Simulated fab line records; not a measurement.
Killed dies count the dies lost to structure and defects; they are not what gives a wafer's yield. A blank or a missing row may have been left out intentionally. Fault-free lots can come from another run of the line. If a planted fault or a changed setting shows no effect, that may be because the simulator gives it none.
fab line records	flow n5_finfet	part 2 of 2: steps 5 to 6 of 6
[record] lots = 23	wafers = 69	last_day = 18
route steps=1938 shown BEOL_M4@1038 BEOL_M5@1132
lots that met no fault: from a run of the same line without faults
start_h: the number of hours between the record's first day and the start of the first shown wafer of the lot	wait_h: hours elapsed since this lot's preceding step	" unchanged from the row above	L1.1+2: a row that stands for several wafers	- either no value or no given start	* or withheld: withheld	< > ~ a bound
route shown NAME@n: NAME is a module with steps in the file, n the number in the route of the first one	usual: the fault-free wafers' mean and standard deviation	same: alike in all rows	chamber/n: place in a boat	sites: each site's reading	_std_site: their standard deviation	_edge_site: the outer-site mean with the inner-site mean subtracted	radius_mm: for every site, how far away it sits from the centre of the wafer	mask NAME#n: copy n	behind: the tool/chamber that last shaped the wafer	hold: the reason the lot was held/the length of the hold in hours/how it ended	device: whichever transistor did not switch (one of n, p or np)	end of line: the tests these same wafers got at the end of their route	a step given without rows: its recipe and nothing more	killed: dies lost to structure and defects at the first sort, not the wafer's yield	map: a wafer's dies, marking killed ones x, the rest . and places with no die _
set.NAME: the run value of the setting; set.NAME@STEP: its run value at that earlier step	model.NAME: the simulator's own value behind a step, which no gauge read
one table for each step of the route and one row for each wafer, over a sample of lots
services: when a tool's chamber went out of use (start_h, in hours from the record's first day, below 0 if earlier), for how many hours, and the reason
[[steps]]
[step N5_BEOL_M5_ETCH_62]
[recipe] chemistry = N2/H2	target = SOC	target_depth_a = 750	overetch_a = 150	mask_material = SiARC	temp_c = 40	time_s = 112.5	ion_energy_ev = 200	pressure_mtorr = 30	source_w = 840	bias_w = 150	n2_flow_sccm = 200	h2_flow_sccm = 200
[usual] drypump_motor_current_A = 5.42/0.29	oes_product_au = 0.63/0.081	rf_vpp_V = 524.5/1.9	showerhead_plenum_p_Torr = 2.57/0.062	throttle_valve_pct = 17.8/0.31
lot.wafer	tool	chamber	start_h	wait_h	drypump_motor_current_A	oes_product_au	rf_hours_counter_h	rf_vpp_V	showerhead_plenum_p_Torr	throttle_valve_pct
L075.2	rie_diel-06	2	180.25	0.0	5.92	0.59	191	523.9	2.55	18.4
L075.4	"	2	"	"	5.88	0.59	-	523.8	2.55	18.4
L075.5	"	0	"	"	5.07	0.58	-	528.6	2.67	17.9
L074.2	rie_diel-05	3	182.92	0.0	5.31	0.58	158	522.4	2.53	17.9
L074.3	"	1	"	"	5.47	0.72	23	523.3	2.49	17.4
L074.6	"	3	"	"	5.30	0.58	-	525.1	2.53	18.0
L076.1	rie_diel-03	2	184.27	0.0	5.24	0.55	230	523.2	2.51	18.1
L076.4	"	0	"	"	5.94	0.58	191	523.6	2.52	17.5
L076.5	"	1	"	"	5.29	0.64	-	528.0	2.68	17.6
L077.3	rie_diel-05	3	195.23	0.0	5.31	0.58	163	524.9	2.53	18.0
L077.5	"	2	"	"	5.69	0.75	-	525.4	2.60	17.6
L077.6	"	1	"	"	5.44	0.73	-	521.1	2.49	17.4
L079.2	rie_diel-05	1	213.99	0.0	5.47	0.71	35	522.2	2.49	17.4
L079.3	"	0	"	"	5.02	0.81	0	525.2	2.63	17.8
L079.6	"	3	"	"	5.31	0.58	-	523.3	2.53	18.0
L078.1	rie_diel-06	1	216.93	0.0	5.45	0.74	6	526.2	2.61	17.5
L078.2	"	3	"	"	5.33	0.56	180	522.1	2.54	18.1
L078.5	"	3	"	"	5.33	0.57	-	523.9	2.54	18.1
L080.2	rie_diel-03	1	217.38	0.0	5.27	0.64	70	530.0	2.67	17.6
L080.3	"	0	"	"	5.95	0.57	-	524.0	2.51	17.5
L080.5	"	0	"	"	5.94	0.56	-	523.9	2.51	17.5
L082.3	rie_diel-05	0	217.68	0.0	5.01	0.79	1	525.7	2.63	17.8
L082.5	"	0	"	"	5.04	0.79	-	525.3	2.63	17.8
L082.6	"	1	"	"	5.46	0.70	-	522.0	2.48	17.4
L081.1	rie_diel-05	0	222.22	0.0	5.04	0.79	3	525.3	2.63	17.8
L081.3	"	1	"	"	5.46	0.70	38	522.7	2.48	17.4
L081.6	"	0	"	"	5.01	0.78	-	527.1	2.63	17.8
L083.1	rie_diel-05	0	222.80	0.0	5.06	0.79	3	525.7	2.63	17.8
L083.2	"	1	"	"	5.46	0.70	38	523.4	2.48	17.4
L083.6	"	0	"	"	5.05	0.78	-	524.7	2.63	17.8
L085.1	rie_diel-05	1	236.28	0.0	5.45	0.70	41	523.1	2.48	17.4
L085.3	"	2	"	"	5.73	0.71	22	524.7	2.60	17.6
L085.6	"	2	"	"	5.69	0.71	-	524.2	2.60	17.6
L086.3	rie_diel-03	3	249.74	0.0	5.15	0.75	4	525.1	2.62	17.8
L086.4	"	0	"	"	5.93	0.56	-	522.5	2.51	17.5
L086.5	"	1	"	"	5.30	0.63	-	527.6	2.67	17.6
L087.2	rie_diel-06	1	256.06	0.0	5.49	0.70	19	526.4	2.60	17.5
L087.3	"	3	"	"	5.33	0.55	190	525.3	2.53	18.1
L087.5	"	0	"	"	5.06	0.58	-	526.8	2.66	17.9
L088.3	rie_diel-06	3	259.60	0.0	5.32	0.55	192	523.6	2.53	18.1
L088.5	"	1	"	"	5.42	0.71	-	524.8	2.60	17.5
L088.6	"	0	"	"	5.08	0.57	-	526.5	2.66	17.9
L089.1	rie_diel-06	2	265.30	0.0	5.89	0.58	213	523.2	2.54	18.5
L089.2	"	3	"	"	5.31	0.56	194	522.8	2.53	18.1
L089.3	"	1	"	"	5.46	0.71	22	526.1	2.60	17.5
L090.2	rie_diel-05	3	272.74	0.0	5.33	0.56	189	524.5	2.52	18.0
L090.3	"	0	"	"	5.02	0.74	17	524.3	2.62	17.9
L090.4	"	2	"	"	5.70	0.70	33	526.9	2.59	17.6
L091.1	rie_diel-06	2	275.91	0.0	5.91	0.58	216	523.4	2.54	18.5
L091.2	"	3	"	"	5.35	0.55	196	523.7	2.53	18.1
L091.4	"	0	"	"	5.08	0.56	181	527.3	2.66	17.9
L092.1	rie_diel-03	1	282.61	0.0	5.31	0.62	92	528.0	2.66	17.6
L092.2	"	2	"	"	5.28	0.75	6	523.0	2.50	17.7
L092.3	"	0	"	"	5.98	0.55	224	521.4	2.50	17.6
L095.2	rie_diel-03	1	296.77	0.0	5.28	0.61	96	528.4	2.66	17.7
L095.3	"	0	"	"	5.92	0.55	229	522.1	2.50	17.6
L095.6	"	2	"	"	5.27	0.73	-	520.5	2.49	17.7
L093.1	rie_diel-06	2	300.54	0.0	5.91	0.57	224	522.8	2.54	18.5
L093.3	"	3	"	"	5.34	0.55	204	523.4	2.53	18.1
L093.5	"	1	"	"	5.45	0.69	-	526.3	2.59	17.6
L094.1	rie_diel-06	1	306.16	0.0	5.44	0.68	34	524.1	2.59	17.5
L094.4	"	2	"	"	5.90	0.57	225	521.5	2.54	18.5
L094.5	"	1	"	"	5.45	0.68	-	522.1	2.59	17.6
L096.1	rie_diel-06	1	310.31	0.0	5.45	0.69	35	526.6	2.59	17.6
L096.3	"	0	"	"	5.10	0.56	186	525.5	2.66	17.9
L096.4	"	3	"	"	5.33	0.55	207	524.0	2.53	18.1
L097.3	rie_diel-06	1	314.06	0.0	5.45	0.68	36	523.5	2.59	17.6
L097.5	"	0	"	"	5.11	0.56	-	526.3	2.66	17.9
L097.6	"	1	"	"	5.45	0.68	-	525.3	2.59	17.6
[step N5_BEOL_M5_ETCH_41]
[recipe] chemistry = CH3F/O2	target = SiCN	target_depth_a = 315	taper_deg = 2	time_s = 56.7	ion_energy_ev = 120	mask_material = TiN	pressure_mtorr = 30	source_w = 395	bias_w = 75	Ar_flow_sccm = 150	CH3F_flow_sccm = 30	O2_flow_sccm = 20
[usual] drypump_motor_current_A = 5.37/0.27	oes_product_au = 0.80/0.1	rf_vpp_V = 297.7/1.3	showerhead_plenum_p_Torr = 2.02/0.052	throttle_valve_pct = 16.29/0.22
lot.wafer	tool	chamber	start_h	wait_h	drypump_motor_current_A	oes_product_au	rf_hours_counter_h	rf_vpp_V	showerhead_plenum_p_Torr	throttle_valve_pct
L075.2	rie_diel-05	2	-	-	5.69	0.98	3	297.6	2.06	16.02
L075.4	"	0	"	"	5.05	0.67	250	298.1	2.05	16.70
L075.5	"	0	"	"	5.05	0.67	-	298.0	2.05	16.72
L074.2	rie_diel-03	2	-	-	5.22	0.68	231	295.9	1.97	16.50
L074.3	"	3	"	"	5.15	0.69	243	297.3	2.04	16.63
L074.6	"	3	"	"	5.16	0.69	-	299.1	2.04	16.62
L076.1	rie_diel-06	0	-	-	5.09	0.74	153	298.1	2.09	16.25
L076.4	"	0	"	"	5.11	0.74	-	297.9	2.09	16.27
L076.5	"	3	"	"	5.35	0.72	-	297.4	1.99	16.49
L077.3	rie_diel-06	0	-	-	5.04	0.73	156	299.7	2.09	16.30
L077.5	"	1	"	"	5.45	0.98	-	298.7	2.06	16.11
L077.6	"	2	"	"	5.90	0.73	-	298.3	1.98	16.62
L079.2	rie_diel-06	3	-	-	5.31	0.71	179	298.1	1.99	16.52
L079.3	"	2	"	"	5.89	0.72	203	296.3	1.98	16.62
L079.6	"	0	"	"	5.06	0.73	-	298.3	2.08	16.29
L078.1	rie_diel-03	0	-	-	5.93	0.71	204	298.0	1.98	16.14
L078.2	"	2	"	"	5.25	0.68	242	296.9	1.97	16.54
L078.5	"	2	"	"	5.26	0.67	-	297.9	1.97	16.52
L082.3	rie_diel-06	0	-	-	5.10	0.73	163	300.3	2.08	16.28
L082.5	"	0	"	"	5.08	0.73	-	299.5	2.08	16.28
L082.6	"	1	"	"	5.44	0.95	-	298.9	2.06	16.12
L080.2	rie_diel-03	1	-	-	5.27	0.79	71	300.3	2.13	16.33
L080.3	"	0	"	"	5.93	0.69	204	298.4	1.98	16.14
L080.5	"	1	"	"	5.27	0.81	-	299.3	2.13	16.33
L081.1	rie_diel-06	0	-	-	5.07	0.73	165	298.8	2.08	16.29
L081.3	"	0	"	"	5.06	0.73	-	300.4	2.08	16.27
L081.6	"	1	"	"	5.45	0.93	-	298.6	2.06	16.13
L083.1	rie_diel-03	1	-	-	5.27	0.79	73	298.4	2.13	16.34
L083.2	"	2	"	"	5.21	0.67	245	296.5	1.97	16.52
L083.6	"	0	"	"	5.96	0.70	-	297.8	1.98	16.14
L085.1	rie_diel-05	3	-	-	5.30	0.72	177	298.6	1.99	16.40
L085.3	"	1	"	"	5.48	0.89	42	294.7	1.95	15.86
L085.6	"	0	"	"	5.01	0.98	-	297.5	2.04	16.22
L086.3	rie_diel-05	2	-	-	5.70	0.91	26	298.0	2.05	16.07
L086.4	"	1	"	"	5.45	0.88	46	298.0	1.95	15.88
L086.5	"	0	"	"	4.99	0.96	-	298.8	2.04	16.22
L087.2	rie_diel-05	3	-	-	5.30	0.71	184	298.3	1.98	16.40
L087.3	"	1	"	"	5.45	0.88	48	295.5	1.94	15.87
L087.5	"	0	"	"	5.02	0.96	-	299.2	2.04	16.22
L088.3	rie_diel-06	2	-	-	5.91	0.73	213	297.1	1.97	16.65
L088.5	"	2	"	"	5.90	0.73	-	297.7	1.97	16.65
L088.6	"	3	"	"	5.30	0.70	-	297.2	1.99	16.53
L089.1	rie_diel-05	1	-	-	5.46	0.88	51	296.8	1.94	15.89
L089.2	"	3	"	"	5.34	0.71	188	298.1	1.98	16.42
L089.3	"	2	"	"	5.69	0.90	32	298.3	2.05	16.07
L090.2	rie_diel-03	0	-	-	5.93	0.68	223	296.6	1.97	16.19
L090.3	"	3	"	"	5.13	0.95	8	297.5	2.04	16.16
L090.4	"	2	"	"	5.27	0.95	2	295.3	1.97	16.06
L091.1	rie_diel-05	0	-	-	5.03	0.94	18	299.4	2.04	16.24
L091.2	"	2	"	"	5.70	0.89	35	297.2	2.05	16.07
L091.4	"	1	"	"	5.48	0.87	54	296.6	1.94	15.91
L092.1	rie_diel-06	2	-	-	5.89	0.72	217	298.3	1.97	16.66
L092.2	"	1	"	"	5.45	0.89	26	295.9	2.05	16.15
L092.3	"	0	"	"	5.09	0.73	182	300.0	2.08	16.32
L095.2	rie_diel-05	3	-	-	5.33	0.71	197	297.9	1.98	16.44
L095.3	"	0	"	"	5.06	0.93	26	297.3	2.04	16.27
L095.6	"	1	"	"	5.46	0.86	-	298.5	1.94	15.91
L093.1	rie_diel-05	0	-	-	5.01	0.93	27	298.1	2.04	16.26
L093.3	"	1	"	"	5.47	0.86	62	298.7	1.94	15.90
L093.5	"	1	"	"	5.46	0.86	-	297.3	1.94	15.91
L094.1	rie_diel-05	3	-	-	5.29	0.69	203	295.8	1.98	16.44
L094.4	"	3	"	"	5.32	0.71	-	295.1	1.98	16.45
L094.5	"	3	"	"	5.32	0.70	-	297.5	1.98	16.44
L096.1	rie_diel-06	0	-	-	5.09	0.71	187	298.9	2.07	16.33
L096.3	"	1	"	"	5.45	0.87	36	298.2	2.05	16.18
L096.4	"	2	"	"	5.89	0.71	227	296.1	1.97	16.69
L097.3	rie_diel-03	3	-	-	5.15	0.91	23	298.4	2.04	16.17
L097.5	"	1	"	"	5.28	0.77	-	300.9	2.12	16.40
L097.6	"	2	"	"	5.22	0.91	-	296.2	1.96	16.08
[[services]]
tool	chamber	start_h	hours	kind
rie_diel-04	0	143.65	8.5	repair
pvd_sputter-03	-	152.34	6.3	repair
pvd_sputter-03	-	160.23	10.0	repair
rie_diel-06	0	169.70	4.3	repair
rie_diel-06	1	173.98	-	clean
rie_diel-06	1	173.98	-	consumable_replace:focus_ring
rie_diel-06	1	173.98	20.7	scheduled_down
rie_diel-06	1	173.98	20.7	vent_cycle
rie_diel-05	-	184.13	1.2	repair
rie_diel-03	3	207.89	9.7	repair
rie_diel-03	-	223.67	1.2	repair
rie_diel-06	3	226.39	4.2	repair
rie_diel-01	-	226.88	11.4	repair
rie_diel-06	2	227.03	16.7	repair
pvd_sputter-02	-	239.55	2.6	repair
rie_diel-03	-	252.99	2.8	pm
rie_diel-03	3	257.10	10.3	repair
rie_diel-02	0	269.78	9.7	repair
rie_diel-01	-	271.78	1.1	repair
rie_diel-03	0	275.51	4.4	repair
rie_diel-03	-	281.98	0.1	repair
rie_diel-06	0	287.29	12.3	repair
rie_diel-05	2	295.07	17.0	repair
pvd_sputter-01	-	306.96	5.3	repair
